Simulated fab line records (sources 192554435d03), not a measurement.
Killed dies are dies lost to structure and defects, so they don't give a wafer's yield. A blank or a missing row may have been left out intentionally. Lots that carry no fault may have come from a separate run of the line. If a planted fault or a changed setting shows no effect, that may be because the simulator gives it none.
Problem report in the 8D (eight disciplines) form, filled by code | flow n5-finfet | the parts of the form that need people (team, actions taken, sign-off) are left out

1. THE PROBLEM
raw-defect-count at N5_BEOL_M2_INSPECT_59 reads a mean of 1470 on 6 wafers of 2 lots; wafers without a fault read 68 with a standard deviation of 20. Measured from the usual mean, that is +70 standard deviations.
The step: inspects for defects (darkfield).
Seen first at day 10 09:17 on defect-inspect-02, wafer L352.1. Wafers with a number at this step in the record: 16, from 6 lots. Rule for "out" (also "out of limits"): further than 4 standard deviations from the usual mean. The rest of the wafers with a number are treated as sound.

2. WHAT IT IS, WHAT IT ISN'T
question                    | is                                   | is not
which readings at this step | raw-defect-count                     | -
which lots                  | L352, L353                           | L345, L349, L362, L363
which wafers of those lots  | all that have a number               | -
read on which gauges        | defect-inspect-01, defect-inspect-02 | -
when                        | from day 10 09:17                    | up to then (5 sound wafers); but 5 sound wafers of L362, L363 came after

3. WHAT RULES OUT EACH SUSPECT
Counting: a tool at any process step up to the reading remains a suspect when it ran all the lots that are out and ran no sound lot after the first of those.
- the gauge at N5_BEOL_M2_INSPECT_59 is ruled out. The wafers that are out were read on 2 gauges (defect-inspect-01, defect-inspect-02).
- cmp-03 at N5_BEOL_M2_CMP_52 (polishes, stops on SiOC, t overpolish 6.8 s, target thk 40 nm): kept. It ran every lot that is out, first L352 (day 10 08:41), and no sound lot after that; its last sound lot up to then is L349 (day 9 03:28).
Left after counting: cmp-03 at N5_BEOL_M2_CMP_52.

4. THE CAUSE (what the simulator had put in)
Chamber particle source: cmp-03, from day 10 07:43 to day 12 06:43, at N5_BEOL_M2_CMP_52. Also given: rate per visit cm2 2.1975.
Only this tool survived the counting.

5. THE CHAIN OF EFFECTS, in route order
Rows list readings where the struck wafers' mean (over those with a number) sits beyond 3 standard deviations from the usual. Only readings for which the record gives a usual standard deviation are gone through. hours: the time from each lot's start at the first step in this table that gives one to its start at this step, as a median over the lots. sigmas: the change in usual standard deviations.
hours | step                    | reading              | usual  | on struck wafers | change | sigmas
0     | N5_BEOL_M2_INSPECT_59   | raw-defect-count     | 68     | 1470             | +1402  | +70
2     | N5_BEOL_M3_INSPECT_13   | raw-defect-count     | 384    | 1700             | +1316  | +14
134   | N5_PASSIVATION_PROBE_49 | defect-limited-yield | 91.1 % | 28.2             | -62.9  | -48
134   | N5_PASSIVATION_PROBE_49 | killed_at_M0_to_M3   | 32     | 802              | +770   | +79
134   | N5_PASSIVATION_PROBE_49 | killed-dies          | 104    | 848              | +744   | +46
134   | N5_PASSIVATION_PROBE_49 | killed-on-rim        | 14     | 108              | +94    | +24
134   | N5_PASSIVATION_PROBE_49 | sort_bin_5_function  | 5.1 %  | 48.6             | +43.5  | +51
134   | N5_PASSIVATION_PROBE_49 | sort_bin_6_memory    | 3.3 %  | 17.1             | +13.8  | +21
134   | N5_PASSIVATION_PROBE_49 | sort-n-pass          | 1075   | 332              | -743   | -46
134   | N5_PASSIVATION_PROBE_49 | sort-yield-pct       | 91.1 % | 28.2             | -62.9  | -45
It contains these process steps:
- N5_PASSIVATION_PROBE_49
At these later measuring or inspecting steps, every struck wafer for which the step has a row has a number for every such reading, and none has moved that far: N5_BEOL_M3_THK_MEAS_01, N5_BEOL_M3_CD_MEAS_11, N5_BEOL_M3_OVL_MEAS_12, N5_BEOL_M4_RC_MEAS_101.

6. WHAT WOULD HAVE CAUGHT IT SOONER
Counted from the fault's start at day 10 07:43, it took 2 hours until the first out-of-limits reading at a measuring or inspecting step in this record, taken at day 10 09:17.
No tool reading at N5_BEOL_M2_CMP_52 that has a usual standard deviation in the record was out on any struck wafer, so an alarm limit of 4 standard deviations on those readings would not have fired.
Lots out: 2; of these, L353 started N5_BEOL_M2_CMP_52 on cmp-03 after day 10 09:17. Holding the tool at that time would have saved it.
